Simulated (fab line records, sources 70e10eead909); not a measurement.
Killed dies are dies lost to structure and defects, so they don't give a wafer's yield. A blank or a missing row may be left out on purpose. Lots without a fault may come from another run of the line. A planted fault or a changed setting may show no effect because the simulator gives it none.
Chamber matching | flow nand_harc | NHARC_A_CHANNEL_FILL_D1_ALD_14 on ald_hk-02: 4 sister chambers
The step deposits SiO2, target thk 2.5 nm, pulse time 10 s, ald cycles 25. 16 wafers are shown with their chamber, then 8 later ones without.

WAFERS WITH THEIR CHAMBER
wafer  | chamber | heater_power_w (W) | precursor_pulse_height_rel
L075.3 | 1       | 405                | 0.990
L075.5 | 0       | 487                | 0.992
L075.6 | 1       | 404                | 0.997
L077.1 | 0       | 488                | 0.992
L077.3 | 1       | 405                | 1.007
L077.5 | 1       | 388                | 0.995
L082.1 | 1       | 404                | 0.996
L082.4 | 3       | 576                | 1.025
L082.5 | 2       | 444                | 0.983
L084.1 | 3       | 561                | 1.016
L084.4 | 0       | 487                | 0.984
L084.5 | 1       | 394                | 0.993
L090.2 | 0       | 469                | 1.022
L090.4 | 3       | 526                | 0.997
L090.5 | 3       | 519                | 1.027
L094.1 | 0       | 482                | 1.013

SIGNATURES (means of the wafers above)
reading                    | chamber 0 | chamber 1 | chamber 2 | chamber 3 | scatter within a chamber
heater_power_w             | 482.60    | 400.00    | 444.00    | 545.50    | 15.2
precursor_pulse_height_rel | 1.00060   | 0.99633   | 0.98300   | 1.01625   | 0.0121
Rule: a wafer's distance from a chamber is the root of the sum, over the readings, of the square of ((its reading less the chamber's mean) divided by the reading's scatter). The wafer belongs to the nearest chamber; if the next one is less than 2 further off, it can't be placed. The scatter: the root of (the sum of the squares of (reading less its chamber's mean) over the shown wafers, divided by (wafers less chambers)).

WAFERS WITHOUT THEIR CHAMBER
wafer  | heater_power_w (W) | precursor_pulse_height_rel
L094.4 | 465                | 0.977
L094.6 | 541                | 1.000
L096.2 | 456                | 0.979
L096.3 | 475                | 0.997
L096.5 | 369                | 0.970
L097.1 | 459                | 0.990
L097.2 | 385                | 1.009
L097.6 | 536                | 1.051

WHICH CHAMBER EACH WENT THROUGH
wafer  | from the rows above     | in truth
L094.4 | can't be placed: 2 or 0 | 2
L094.6 | 3                       | 3
L096.2 | can't be placed: 2 or 0 | 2
L096.3 | can't be placed: 0 or 2 | 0
L096.5 | 1                       | 1
L097.1 | can't be placed: 2 or 0 | 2
L097.2 | 1                       | 1
L097.6 | 3                       | 3
Placed correctly: 4 of 8. Can't be placed from these rows: 4 (the true chamber is among the candidates in 4). Placed wrongly: 0.
